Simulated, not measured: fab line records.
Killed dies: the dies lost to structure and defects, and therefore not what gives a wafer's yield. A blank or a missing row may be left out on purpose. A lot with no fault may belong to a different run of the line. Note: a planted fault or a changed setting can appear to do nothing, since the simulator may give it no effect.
Comparing a struck lot with a sound one :: flow nand harc :: 14 steps out of a route of 1302
Sound: the wafers L513.2, L513.5, L513.6. Struck: wafers L529.1, L529.3, L529.6. The cause is named last.
For every step that has rows: the tool of each side, followed by ch and its chambers, followed by its first start. Under that, the readings that differ: sound wafers :: struck wafers :: difference of the means :: sigmas: that difference in standard deviations of wafers without a fault.
alike: readings with means less than 2 such deviations apart, plus words and numbers identical on both sides. not compared: withheld readings, readings lacking a value on some wafer, bounds such as >300 that could conceal the same value, and numbers that have no deviation in the record and whose values overlap.
A row with sigmas, a row that says differs or no value, or rows on one side alone: a step with any of these is where the two part. Numbers that have no deviation but don't overlap get no sigmas and don't part them. Lack of a reading on every wafer of one side parts them only where that side has two or more wafers.

NHARC_A_CHANNEL_FILL_D2_ALD_15: deposits SiNx, target thk 2 nm, pulse time 60 s, ald cycles 19.
  sound: ald sin batch-02 ch 0; struck: ald sin batch-02 ch 0
  alike: ald cycles, precursor pulse height rel
NHARC_A_CHANNEL_FILL_D2_ALD_16: deposits SiO2, target thk 1.5 nm, pulse time 10 s, ald cycles 15.
  sound on ald hk-01 ch 2,3, day 15 01:14; struck on ald hk-02 ch 0,2,3, day 21 22:04
  alike: ald cycles, heater power outer w, heater power w, precursor pulse height rel
then, 2 steps without rows for these wafers: NHARC_A_CHANNEL_FILL_D2_ANNEAL_17 (time 1800 s); NHARC_A_CHANNEL_FILL_D2_CVD_18 (deposits poly-Si, target thk 3 nm).
NHARC_A_CHANNEL_FILL_D2_ETCHBACK_19: etches the open film in HBr/Cl2, target depth 5 nm, time 1.7 s.
  sound on rie si-06 ch 0,2, day 15 13:13; struck on rie si-03 ch 1,2,3, day 22 12:42
reading: oes product au (a.u.)
sound: 0.978 0.993 0.979
struck: 1.018 1.016 1.008
difference: +0.031
sigmas: +2
  alike: drypump motor current A, throttle valve pct
  not compared: rf hours counter h
then, 1 step without rows for these wafers: NHARC_A_CHANNEL_FILL_D2_ETCHBACK_20 (etches the open film in C4F8/O2/Ar, target depth 27 nm, time 13.5 s).
NHARC_A_CHANNEL_FILL_D2_STRIP_28: strips in O2, time 20 s.
  sound on rie diel-11 ch 1,2,3, day 15 13:26; struck on rie diel-01 ch 1,2,3, day 22 12:55
  alike: drypump motor current A, oes product au, rf vpp V, showerhead plenum p Torr, throttle valve pct
  not compared: rf hours counter h
then, 4 steps without rows for these wafers: NHARC_A_CHANNEL_FILL_D2_PRECLEAN_21 (cleans in dHF, time 30 s); NHARC_A_CHANNEL_FILL_D2_SRD_23; NHARC_A_CHANNEL_FILL_D2_CVD_05 (deposits poly-Si, target thk 5 nm); NHARC_A_CHANNEL_FILL_D2_ANNEAL_22 (time 7200 s).
NHARC_A_CHANNEL_FILL_D2_ALD_25: deposits SiOx, target thk 60 nm, pulse time 10 s, ald cycles 600.
  sound on ald hk-03 ch 0,2,3, day 16 02:37; struck on ald hk-03 ch 0,2,3, day 23 01:29
reading: ald cycles
sound: 600 600 600
struck: 613 613 613
difference: +13
sigmas: 
  alike: heater power outer w, heater power w, precursor pulse height rel
NHARC_A_CHANNEL_FILL_D2_ETCHBACK_08: etches the open film in C4F8, target depth 220 nm, time 110 s.
  sound: rie diel-07 ch 1,2; struck: rie diel-07 ch 1,2
  alike: oes product au, rf vpp V
  not compared: rf hours counter h
NHARC_END_SORT_01:
  the record has rows for the sound wafers here (prober-01 ch 0, day 26 03:08) and none for the struck ones

== WHERE THEY PART ==
At NHARC_A_CHANNEL_FILL_D2_ETCHBACK_19 first; at NHARC_END_SORT_01 last (within this record only).

WHY: the cause the simulator had injected
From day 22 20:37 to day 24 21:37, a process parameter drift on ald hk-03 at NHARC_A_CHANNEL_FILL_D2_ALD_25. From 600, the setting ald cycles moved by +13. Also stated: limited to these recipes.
